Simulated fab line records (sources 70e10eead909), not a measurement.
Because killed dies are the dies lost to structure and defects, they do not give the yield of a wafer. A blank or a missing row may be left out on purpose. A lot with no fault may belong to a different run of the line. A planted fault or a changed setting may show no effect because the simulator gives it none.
Matching of chambers | flow nand_harc | NHARC_A_M1_ETCH_35 on rie_diel-04 has 4 sister chambers
The step etches the open film in N2/H2, target depth 40 nm, overetch 12 nm, time 43.94 s. 4 wafers are shown with their chamber, then 8 later ones without.

== EACH WAFER AND ITS CHAMBER ==
wafer  | chamber | drypump_motor_current_A (A)
L084.4 | 1       | 5.8
L085.4 | 3       | 4.9
L085.5 | 2       | 5.0
L089.1 | 0       | 6.0

== WAFERS WITHOUT THEIR CHAMBER ==
wafer  | drypump_motor_current_A (A)
L089.2 | 5.0
L089.3 | 4.9
L091.1 | 5.0
L091.3 | 5.7
L091.5 | 5.0
L095.1 | 4.9
L095.3 | 5.8
L095.4 | 6.0

== THE CHAMBER EACH PASSED THROUGH ==
wafer  | from the rows above | in truth
L089.2 | 2                   | 2
L089.3 | 3                   | 3
L091.1 | 2                   | 2
L091.3 | 1                   | 1
L091.5 | 2                   | 2
L095.1 | 3                   | 3
L095.3 | 1                   | 1
L095.4 | 0                   | 0
8 of 8 placed correctly. Not placeable from these rows: 0. 0 placed wrongly.
How it was worked out, from the rows above alone: a wafer's distance from a chamber is the root of the sum, over the readings, of the square of ((its reading less the chamber's mean) divided by the reading's scatter). The wafer belongs to the nearest chamber; if the next one is less than 2 further off, it can't be placed. Each chamber's mean is taken over the wafers shown for it. The scatter (one wafer shown for each chamber): square how far every hidden wafer sits from the nearest shown wafer, average those squares and take the square root.
